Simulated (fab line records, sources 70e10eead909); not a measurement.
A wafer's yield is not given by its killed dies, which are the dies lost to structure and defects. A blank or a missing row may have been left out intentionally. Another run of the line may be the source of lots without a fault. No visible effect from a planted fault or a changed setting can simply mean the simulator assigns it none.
Chamber matching + flow nand-harc + NHARC_P_STI_CMP_21 on cmp-02: 4 sister chambers
The step polishes, t overpolish 20 s, target thk 380.67 nm. 4 wafers are shown with their chamber, then 7 later ones without.

## WAFERS WITH THEIR CHAMBER
| wafer  | chamber | motor-current-A (A) |
|--------|---------|---------------------|
| L265.3 | 1       | 9.8                 |
| L268.6 | 3       | 9.5                 |
| L269.1 | 2       | 11.4                |
| L269.2 | 0       | 13.0                |

## WAFERS WITH NO CHAMBER GIVEN
| wafer  | motor-current-A (A) |
|--------|---------------------|
| L269.3 | 9.9                 |
| L270.2 | 10.2                |
| L270.5 | 10.9                |
| L270.6 | 9.6                 |
| L271.2 | 9.6                 |
| L271.3 | 13.4                |
| L271.6 | 10.3                |

## WHICH CHAMBER EACH ONE RAN IN
| wafer  | from the rows above          | in truth |
|--------|------------------------------|----------|
| L269.3 | can't be placed: 1 or 3      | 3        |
| L270.2 | can't be placed: 1 or 3      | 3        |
| L270.5 | can't be placed: 2 or 1      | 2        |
| L270.6 | can't be placed: 3 or 1      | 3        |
| L271.2 | can't be placed: 3 or 1      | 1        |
| L271.3 | 0                            | 0        |
| L271.6 | can't be placed: 1 or 3 or 2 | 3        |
1 of 7 placed correctly. Not placeable from these rows: 6 (in 6, the candidates include the true chamber). Placed wrongly: 0.
How it was worked out, from the rows above alone: a wafer's distance from a chamber is the root of the sum, over the readings, of the square of ((its reading less the chamber's mean) divided by the reading's scatter). The wafer belongs to the nearest chamber; if the next one is less than 2 further off, it can't be placed. A chamber's mean is the mean of its shown wafers. The scatter: with one shown wafer a chamber, the root of the mean of the squares of how far each hidden wafer lies from its nearest shown one.
